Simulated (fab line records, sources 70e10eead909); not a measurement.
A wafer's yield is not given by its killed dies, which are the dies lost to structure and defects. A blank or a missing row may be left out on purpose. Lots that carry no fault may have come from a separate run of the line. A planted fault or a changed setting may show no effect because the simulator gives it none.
Matching of chambers / flow nand_harc / pecvd-02 running NHARC_P_M2_PRE_CLEAN_32: 3 sister chambers
The step time 12 s. 6 wafers are shown with their chamber, then 7 later ones without.

== EACH WAFER AND ITS CHAMBER ==
wafer=L077.2; chamber=0; heater_power_w (W)=597
wafer=L089.5; chamber=2; heater_power_w (W)=738
wafer=L091.3; chamber=2; heater_power_w (W)=787
wafer=L091.4; chamber=1; heater_power_w (W)=609
wafer=L092.1; chamber=1; heater_power_w (W)=590
wafer=L092.2; chamber=0; heater_power_w (W)=634

== WAFERS WITH NO CHAMBER GIVEN ==
wafer=L092.4; heater_power_w (W)=638
wafer=L095.3; heater_power_w (W)=548
wafer=L095.5; heater_power_w (W)=689
wafer=L095.6; heater_power_w (W)=556
wafer=L097.1; heater_power_w (W)=708
wafer=L097.2; heater_power_w (W)=630
wafer=L097.3; heater_power_w (W)=599

== WHICH CHAMBER EACH ONE RAN IN ==
wafer=L092.4; from the rows above=can't be placed: 0 or 1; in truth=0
wafer=L095.3; from the rows above=can't be placed: 1 or 0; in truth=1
wafer=L095.5; from the rows above=can't be placed: 0 or 2 or 1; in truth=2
wafer=L095.6; from the rows above=can't be placed: 1 or 0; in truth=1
wafer=L097.1; from the rows above=can't be placed: 2 or 0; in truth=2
wafer=L097.2; from the rows above=can't be placed: 0 or 1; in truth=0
wafer=L097.3; from the rows above=can't be placed: 1 or 0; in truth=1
Correct placement for 0 of the 7. Cannot be placed on the basis of these rows: 7; the candidates contain the true chamber in 7. Wrongly placed: 0.
How it was worked out, from the rows above alone: a wafer's distance from a chamber is the root of the sum, over the readings, of the square of ((its reading less the chamber's mean) divided by the reading's scatter). The wafer belongs to the nearest chamber; if the next one is less than 2 further off, it can't be placed. Each chamber's mean is taken over the wafers shown for it. The scatter: the root of (the sum of the squares of (reading less its chamber's mean) over the shown wafers, divided by (wafers less chambers)).
